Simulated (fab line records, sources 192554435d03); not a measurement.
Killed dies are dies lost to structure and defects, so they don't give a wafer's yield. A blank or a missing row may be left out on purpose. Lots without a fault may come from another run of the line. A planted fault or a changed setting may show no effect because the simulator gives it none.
Chamber matching | flow n5_finfet | N5_BEOL_M5_ALD_86 on ald_metal-04: 4 sister chambers
The step deposits TaN, pulse time 2 s, purge time 3 s, co reactant purge time 2 s. 4 wafers are shown with their chamber, then 8 later ones without.

WAFERS WITH THEIR CHAMBER
wafer  | chamber | heater_power_w (W)
L085.2 | 0       | 391
L085.4 | 2       | 416
L085.5 | 1       | 416
L087.1 | 3       | 465

WAFERS WITHOUT THEIR CHAMBER
wafer  | heater_power_w (W)
L087.2 | 416
L087.3 | 389
L091.1 | 423
L091.2 | 476
L091.6 | 434
L093.3 | 417
L093.4 | 390
L093.6 | 384

WHICH CHAMBER EACH WENT THROUGH
wafer  | from the rows above          | in truth
L087.2 | can't be placed: 1 or 2      | 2
L087.3 | 0                            | 0
L091.1 | can't be placed: 1 or 2      | 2
L091.2 | 3                            | 3
L091.6 | can't be placed: 1 or 2 or 3 | 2
L093.3 | can't be placed: 1 or 2      | 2
L093.4 | 0                            | 0
L093.6 | 0                            | 0
Placed correctly: 4 of 8. Can't be placed from these rows: 4 (the true chamber is among the candidates in 4). Placed wrongly: 0.
How it was worked out, from the rows above alone: a wafer's distance from a chamber is the root of the sum, over the readings, of the square of ((its reading less the chamber's mean) divided by the reading's scatter). The wafer belongs to the nearest chamber; if the next one is less than 2 further off, it can't be placed. A chamber's mean is the mean of its shown wafers. The scatter: with one shown wafer a chamber, the root of the mean of the squares of how far each hidden wafer lies from its nearest shown one.
